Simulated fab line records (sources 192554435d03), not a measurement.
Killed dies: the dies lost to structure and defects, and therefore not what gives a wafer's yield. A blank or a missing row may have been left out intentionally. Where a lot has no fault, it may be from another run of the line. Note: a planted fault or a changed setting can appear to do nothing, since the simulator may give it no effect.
Chamber matching + flow n5-finfet + N5_BEOL_M4_ILD_DEP_00 on pecvd-03: 3 sister chambers
The step deposits SiOC from DEMS/O2, target thk 79 nm, time 15.3 s. 3 wafers are shown with their chamber, then 7 later ones without.

EACH WAFER AND ITS CHAMBER
| wafer  | chamber | throttle-valve-pct (%) |
|--------|---------|------------------------|
| L080.6 | 2       | 11.5                   |
| L091.2 | 0       | 12.7                   |
| L091.3 | 1       | 12.3                   |

WAFERS WITH NO CHAMBER GIVEN
| wafer  | throttle-valve-pct (%) |
|--------|------------------------|
| L091.6 | 12.2                   |
| L093.1 | 12.8                   |
| L093.2 | 11.4                   |
| L093.5 | 12.8                   |
| L097.1 | 12.9                   |
| L097.4 | 12.5                   |
| L097.6 | 13.0                   |

WHICH CHAMBER EACH WENT THROUGH
| wafer  | from the rows above     | in truth                   |
|--------|-------------------------|----------------------------|
| L091.6 | 1                       | 1                          |
| L093.1 | 0                       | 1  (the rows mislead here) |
| L093.2 | 2                       | 2                          |
| L093.5 | 0                       | 0                          |
| L097.1 | 0                       | 0                          |
| L097.4 | can't be placed: 0 or 1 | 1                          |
| L097.6 | 0                       | 0                          |
5 of 7 placed correctly. Unplaceable from these rows: 1, with the true chamber sitting among the candidates in 1. Placed wrongly: 1.
How it was worked out, from the rows above alone: a wafer's distance from a chamber is the root of the sum, over the readings, of the square of ((its reading less the chamber's mean) divided by the reading's scatter). If the next closest chamber is less than 2 further off than the closest, the wafer can't be placed; otherwise it belongs to the closest. Each chamber's mean is taken over the wafers shown for it. The scatter: root of mean squared gap, hidden wafer to nearest shown wafer, with one shown wafer a chamber.
